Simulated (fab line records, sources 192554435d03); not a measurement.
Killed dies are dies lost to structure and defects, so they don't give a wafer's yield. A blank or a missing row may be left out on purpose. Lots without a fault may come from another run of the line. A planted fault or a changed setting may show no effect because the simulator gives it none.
Which tool did it? | flow n5_finfet | 22 lots, 66 wafers sampled, at 4 steps of a route of 1938

WHAT THE GAUGES READ, wafer by wafer
N5_BEOL_M7_CD_MEAS_18: pitch 80 nm, target cd 40 nm. Usual: cd_nm 40.1 nm, standard deviation 0.66.
lot  | measured     | on        | cd_nm (nm)     | flag
L075 | day 9 10:49  | cd_sem-01 | 40.2 41.0 40.1 |
L076 | day 9 16:45  | cd_sem-03 | 39.9 39.9 40.5 |
L077 | day 9 16:56  | cd_sem-02 | 39.8 40.2 40.7 |
L078 | day 10 04:04 | cd_sem-03 | 40.2 40.8 40.1 |
L079 | day 10 10:17 | cd_sem-03 | 40.1 40.5 39.9 |
L081 | day 10 20:29 | cd_sem-01 | 40.0 41.0 39.9 |
L080 | day 10 21:16 | cd_sem-02 | 40.5 40.3 40.6 |
L083 | day 11 00:57 | cd_sem-01 | 40.1 39.6 40.5 |
L082 | day 11 04:06 | cd_sem-01 | 40.7 40.7 40.8 |
L084 | day 11 22:08 | cd_sem-01 | 40.1 40.2 39.6 |
L085 | day 12 01:43 | cd_sem-03 | 40.5 40.6 40.9 |
L086 | day 12 02:44 | cd_sem-03 | 40.6 40.7 40.8 |
L087 | day 12 06:26 | cd_sem-03 | 39.1 39.3 41.1 |
L088 | day 12 09:55 | cd_sem-03 | 40.0 39.9 40.8 |
L089 | day 13 01:58 | cd_sem-01 | 39.7 40.6 40.4 |
L090 | day 13 08:59 | cd_sem-01 | 40.1 40.8 39.7 |
L091 | day 13 12:29 | cd_sem-02 | 41.0 40.1 40.2 |
L093 | day 13 12:31 | cd_sem-03 | 40.6 41.2 41.5 |
L092 | day 13 18:56 | cd_sem-03 | 40.1 40.6 39.8 |
L094 | day 15 01:02 | cd_sem-01 | 39.1 39.8 39.4 |
L095 | day 15 09:11 | cd_sem-02 | 38.6 38.5 38.7 |
L097 | day 16 02:26 | cd_sem-03 | 40.5 39.0 40.4 |

N5_BEOL_M7_INSPECT_58: inspects for defects (darkfield). Usual: raw_defect_count 72, standard deviation 30.
lot  | measured     | on                | raw_defect_count | flag
L075 | day 9 15:12  | defect_inspect-02 | 55 56 40         |
L076 | day 10 00:02 | defect_inspect-01 | 53 78 50         |
L077 | day 10 00:19 | defect_inspect-01 | 57 61 61         |
L078 | day 10 10:32 | defect_inspect-01 | 65 45 48         |
L079 | day 10 15:08 | defect_inspect-01 | 109 112 162      |
L081 | day 11 00:37 | defect_inspect-02 | 32 26 30         |
L080 | day 11 01:16 | defect_inspect-01 | 67 74 54         |
L083 | day 11 07:13 | defect_inspect-01 | 45 50 52         |
L082 | day 11 09:40 | defect_inspect-01 | 70 59 71         |
L084 | day 12 01:41 | defect_inspect-02 | 63 76 49         |
L085 | day 12 08:08 | defect_inspect-02 | 51 53 37         |
L086 | day 12 09:08 | defect_inspect-01 | 73 50 61         |
L087 | day 12 12:40 | defect_inspect-02 | 103 113 68       |
L088 | day 12 15:01 | defect_inspect-02 | 103 113 103      |
L089 | day 13 05:52 | defect_inspect-01 | 66 42 39         |
L090 | day 13 15:50 | defect_inspect-01 | 83 88 51         |
L091 | day 13 17:45 | defect_inspect-01 | 159 145 151      |
L093 | day 13 17:26 | defect_inspect-01 | 65 99 94         |
L092 | day 14 00:15 | defect_inspect-02 | 45 73 41         |
L094 | day 15 10:33 | defect_inspect-01 | 80 72 64         |
L095 | day 15 14:57 | defect_inspect-02 | 68 59 62         |
L097 | day 16 08:07 | defect_inspect-01 | 115 106 81       |

WHICH TOOL RAN EACH LOT (tool, then ch and the chambers of the sampled wafers, then the start)
lot  | N5_BEOL_M7_ETCH_66                 | N5_BEOL_M7_STRIP_80
L075 | rie_diel-02 ch 2,3, day 9 11:20    | rie_diel-02 ch 2,3, day 9 15:12 or earlier
L076 | rie_diel-01 ch 0,1, day 9 19:56    | rie_diel-01 ch 0,1, day 10 00:02 or earlier
L077 | rie_diel-02 ch 0,2, day 9 20:04    | rie_diel-02 ch 0,2, day 10 00:19 or earlier
L078 | rie_diel-06 ch 2,3, day 10 05:25   | rie_diel-06 ch 2,3, day 10 10:32 or earlier
L079 | rie_diel-02 ch 1,2,3, day 10 11:33 | rie_diel-02 ch 1,2,3, day 10 15:08 or earlier
L081 | rie_diel-02 ch 2,3, day 10 21:08   | rie_diel-02 ch 2,3, day 11 00:37 or earlier
L080 | rie_diel-06 ch 1,2,3, day 10 22:52 | rie_diel-06 ch 1,2,3, day 11 01:16 or earlier
L083 | rie_diel-02 ch 2,3, day 11 02:41   | rie_diel-02 ch 2,3, day 11 07:13 or earlier
L082 | rie_diel-06 ch 0,1,2, day 11 06:22 | rie_diel-06 ch 0,1,2, day 11 09:40 or earlier
L084 | rie_diel-06 ch 0,2,3, day 11 22:48 | rie_diel-06 ch 0,2,3, day 12 01:41 or earlier
L085 | rie_diel-02 ch 0,1,2, day 12 04:24 | rie_diel-02 ch 0,1,2, day 12 08:08 or earlier
L086 | rie_diel-01 ch 0,1,3, day 12 04:38 | rie_diel-01 ch 0,1,3, day 12 09:08 or earlier
L087 | rie_diel-01 ch 1,2, day 12 08:28   | rie_diel-01 ch 1,2, day 12 12:40 or earlier
L088 | rie_diel-02 ch 0,1, day 12 12:00   | rie_diel-02 ch 0,1, day 12 15:01 or earlier
L089 | rie_diel-06 ch 1,2,3, day 13 02:31 | rie_diel-06 ch 1,2,3, day 13 05:52 or earlier
L090 | rie_diel-01 ch 0,2,3, day 13 10:58 | rie_diel-01 ch 0,2,3, day 13 15:50 or earlier
L091 | rie_diel-02 ch 1,2, day 13 13:48   | rie_diel-02 ch 1,2, day 13 17:45 or earlier
L093 | rie_diel-01 ch 2,3, day 13 13:16   | rie_diel-01 ch 2,3, day 13 17:26 or earlier
L092 | rie_diel-02 ch 0,1,3, day 13 20:03 | rie_diel-02 ch 0,1,3, day 14 00:15 or earlier
L094 | rie_diel-06 ch 1,3, day 15 07:08   | rie_diel-06 ch 1,3, day 15 10:33 or earlier
L095 | rie_diel-06 ch 0,2, day 15 10:40   | rie_diel-06 ch 0,2, day 15 14:57 or earlier
L097 | rie_diel-01 ch 1,3, day 16 03:18   | rie_diel-01 ch 1,3, day 16 08:07 or earlier
- N5_BEOL_M7_ETCH_66: etches SOC in N2/H2, target depth 80 nm, overetch 16 nm, time 120 s.
- N5_BEOL_M7_STRIP_80: strips in N2/H2, time 10 s.

WHAT THE TOOLS THEMSELVES READ (means of the sampled wafers that have a number; where no wafer has one, the mark that the record gives instead)
N5_BEOL_M7_ETCH_66. Usual: drypump_motor_current_A 5.7 A, standard deviation 0.39; h2_flow_sccm 200.0 sccm, standard deviation 0.68; oes_product_au 0.60 a.u., standard deviation 0.068; rf_vpp_V 524.0 V, standard deviation 2.3; showerhead_plenum_p_Torr 2.54 Torr, standard deviation 0.081; throttle_valve_pct 17.80 %, standard deviation 0.23.
lot  | tool        | drypump_motor_current_A (A) | h2_flow_sccm (sccm) | oes_product_au (a.u.) | rf_vpp_V (V) | showerhead_plenum_p_Torr (Torr) | throttle_valve_pct (%) | flag
L075 | rie_diel-02 | 6.2                         | 200.1               | 0.52                  | 523.0        | 2.54                            | 17.90                  |
L076 | rie_diel-01 | 5.7                         | 201.3               | 0.62                  | 523.7        | 2.53                            | 17.80                  |
L077 | rie_diel-02 | 5.9                         | 199.7               | 0.53                  | 522.4        | 2.47                            | 18.15                  |
L078 | rie_diel-06 | 5.4                         | 199.9               | 0.61                  | 525.4        | 2.59                            | 17.72                  |
L079 | rie_diel-02 | 5.8                         | 199.7               | 0.54                  | 523.4        | 2.52                            | 17.84                  |
L081 | rie_diel-02 | 6.0                         | 200.0               | 0.53                  | 525.1        | 2.59                            | 17.98                  |
L080 | rie_diel-06 | 5.4                         | 200.1               | 0.64                  | 525.0        | 2.57                            | 17.72                  |
L083 | rie_diel-02 | 6.0                         | 199.5               | 0.53                  | 524.3        | 2.58                            | 17.99                  |
L082 | rie_diel-06 | 5.5                         | 200.0               | 0.65                  | 522.9        | 2.54                            | 17.76                  |
L084 | rie_diel-06 | 5.5                         | 200.1               | 0.62                  | 524.4        | 2.56                            | 17.79                  |
L085 | rie_diel-02 | 5.7                         | 199.5               | 0.61                  | 525.6        | 2.59                            | 17.85                  |
L086 | rie_diel-01 | 5.9                         | 200.3               | 0.62                  | 525.1        | 2.55                            | 17.72                  |
L087 | rie_diel-01 | 6.2                         | 200.8               | 0.61                  | 523.1        | 2.49                            | 17.69                  |
L088 | rie_diel-02 | 5.7                         | 199.6               | 0.66                  | 524.8        | 2.61                            | 17.80                  |
L089 | rie_diel-06 | 5.4                         | 200.1               | 0.62                  | 524.5        | 2.56                            | 17.73                  |
L090 | rie_diel-01 | 5.7                         | 200.1               | 0.57                  | 524.1        | 2.57                            | 17.81                  |
L091 | rie_diel-02 | 5.4                         | 200.4               | 0.54                  | 523.2        | 2.49                            | 17.80                  |
L093 | rie_diel-01 | 5.8                         | 199.9               | 0.59                  | 526.1        | 2.60                            | 17.71                  |
L092 | rie_diel-02 | 5.8                         | 199.3               | 0.66                  | 522.9        | 2.53                            | 17.68                  |
L094 | rie_diel-06 | 5.5                         | 199.3               | 0.63                  | 523.5        | 2.53                            | 17.55                  |
L095 | rie_diel-06 | 5.4                         | 200.2               | 0.56                  | 523.9        | 2.57                            | 18.05                  |
L097 | rie_diel-01 | 6.1                         | 199.7               | 0.61                  | 525.4        | 2.57                            | 17.65                  |

N5_BEOL_M7_STRIP_80. Usual: bias_power_w 6.997 W, standard deviation 0.02; drypump_motor_current_A 5.7 A, standard deviation 0.39; h2_flow_sccm 200.0 sccm, standard deviation 0.61; oes_product_au 0.78 a.u., standard deviation 0.094; rf_vpp_V 59.2 V, standard deviation 0.84; showerhead_plenum_p_Torr 2.54 Torr, standard deviation 0.081; throttle_valve_pct 23.63 %, standard deviation 0.23.
lot  | tool        | bias_power_w (W) | drypump_motor_current_A (A) | h2_flow_sccm (sccm) | oes_product_au (a.u.) | rf_vpp_V (V) | showerhead_plenum_p_Torr (Torr) | throttle_valve_pct (%) | flag
L075 | rie_diel-02 | 7.007            | 6.2                         | 200.3               | 0.68                  | 58.9         | 2.54                            | 23.66                  |
L076 | rie_diel-01 | 6.979            | 5.7                         | 200.0               | 0.82                  | 59.3         | 2.52                            | 23.57                  |
L077 | rie_diel-02 | 7.021            | 5.8                         | 199.7               | 0.68                  | 58.0         | 2.47                            | 23.85                  |
L078 | rie_diel-06 | 6.992            | 5.4                         | 199.8               | 0.81                  | 59.7         | 2.58                            | 23.55                  |
L079 | rie_diel-02 | 7.012            | 5.8                         | 199.7               | 0.71                  | 58.8         | 2.51                            | 23.64                  |
L081 | rie_diel-02 | 7.002            | 6.0                         | 200.3               | 0.69                  | 59.9         | 2.58                            | 23.78                  |
L080 | rie_diel-06 | 6.988            | 5.4                         | 199.6               | 0.84                  | 60.1         | 2.57                            | 23.54                  |
L083 | rie_diel-02 | 6.979            | 6.0                         | 199.9               | 0.69                  | 59.4         | 2.58                            | 23.79                  |
L082 | rie_diel-06 | 6.992            | 5.6                         | 200.1               | 0.87                  | 59.1         | 2.54                            | 23.70                  |
L084 | rie_diel-06 | 6.989            | 5.5                         | 200.1               | 0.82                  | 59.5         | 2.55                            | 23.71                  |
L085 | rie_diel-02 | 7.005            | 5.6                         | 199.9               | 0.79                  | 59.7         | 2.59                            | 23.68                  |
L086 | rie_diel-01 | 6.975            | 5.9                         | 200.3               | 0.80                  | 60.1         | 2.55                            | 23.53                  |
L087 | rie_diel-01 | 7.005            | 6.2                         | 200.0               | 0.79                  | 58.7         | 2.48                            | 23.59                  |
L088 | rie_diel-02 | 7.007            | 5.7                         | 199.6               | 0.87                  | 59.5         | 2.60                            | 23.61                  |
L089 | rie_diel-06 | 7.004            | 5.4                         | 200.1               | 0.82                  | 59.5         | 2.56                            | 23.57                  |
L090 | rie_diel-01 | 6.990            | 5.6                         | 200.2               | 0.76                  | 59.8         | 2.56                            | 23.61                  |
L091 | rie_diel-02 | 6.987            | 5.4                         | 200.1               | 0.71                  | 58.8         | 2.49                            | 23.62                  |
L093 | rie_diel-01 | 6.994            | 5.8                         | 199.6               | 0.75                  | 59.6         | 2.59                            | 23.54                  |
L092 | rie_diel-02 | 7.005            | 5.8                         | 199.4               | 0.85                  | 59.0         | 2.53                            | 23.49                  |
L094 | rie_diel-06 | 6.993            | 5.5                         | 199.7               | 0.84                  | 58.8         | 2.53                            | 23.37                  |
L095 | rie_diel-06 | 6.992            | 5.4                         | 199.5               | 0.75                  | 58.6         | 2.57                            | 23.97                  |
L097 | rie_diel-01 | 7.015            | 6.1                         | 199.8               | 0.78                  | 59.2         | 2.57                            | 23.47                  |

THE ANSWER, worked out from the rows above alone
Rule: a lot is off if the mean of its wafers that have a number lies more than 3 standard deviations from the usual mean. A lot without any number at a reading at which 4 lots or more have one is off too. The other lots that the step has rows for count as sound. The gauges are gone through in route order, then the tools' own readings, and for those a lot's mean is taken as printed above. The first step at which some lot is off is used, and at that step the reading that is off furthest; a lot without a number counts as furthest.
No lot is off at any reading shown: from this, nothing can be told.

WHAT THE SIMULATOR HAD PUT IN
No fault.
